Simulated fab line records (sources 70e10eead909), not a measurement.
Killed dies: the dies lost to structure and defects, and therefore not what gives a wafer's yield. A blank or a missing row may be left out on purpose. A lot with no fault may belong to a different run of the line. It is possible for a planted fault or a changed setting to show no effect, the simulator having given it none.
Chamber matching | flow nandHarc | NHARC_A_BONDPAD_STRIP_15 on rieDiel-10 has 3 sister chambers
The step strips in O2. 3 wafers are shown with their chamber, then 4 later ones without.

== WAFERS WITH THEIR CHAMBER ==
wafer  | chamber | throttleValvePct (%)
L483.5 | 1       | 17.031
L484.4 | 3       | 17.037
L490.4 | 0       | 17.033

== WAFERS WITHOUT THEIR CHAMBER ==
wafer  | throttleValvePct (%)
L494.1 | 17.015
L494.2 | 17.028
L502.2 | 17.047
L502.3 | 17.040

== EACH ONE'S CHAMBER ==
wafer  | from the rows above          | in truth
L494.1 | can't be placed: 1 or 0 or 3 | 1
L494.2 | can't be placed: 1 or 0 or 3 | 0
L502.2 | can't be placed: 3 or 0 or 1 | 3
L502.3 | can't be placed: 3 or 0 or 1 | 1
0 of 4 placed correctly. Can't be placed from these rows: 4 (the true chamber is among the candidates in 4). Placed wrongly: 0.
How it was worked out, from the rows above alone: a wafer's distance from a chamber is the root of the sum, over the readings, of the square of ((its reading less the chamber's mean) divided by the reading's scatter). The wafer belongs to the nearest chamber; if the next one is less than 2 further off, it can't be placed. A chamber's mean is the mean of its shown wafers. The scatter: root of mean squared gap, hidden wafer to nearest shown wafer, with one shown wafer a chamber.
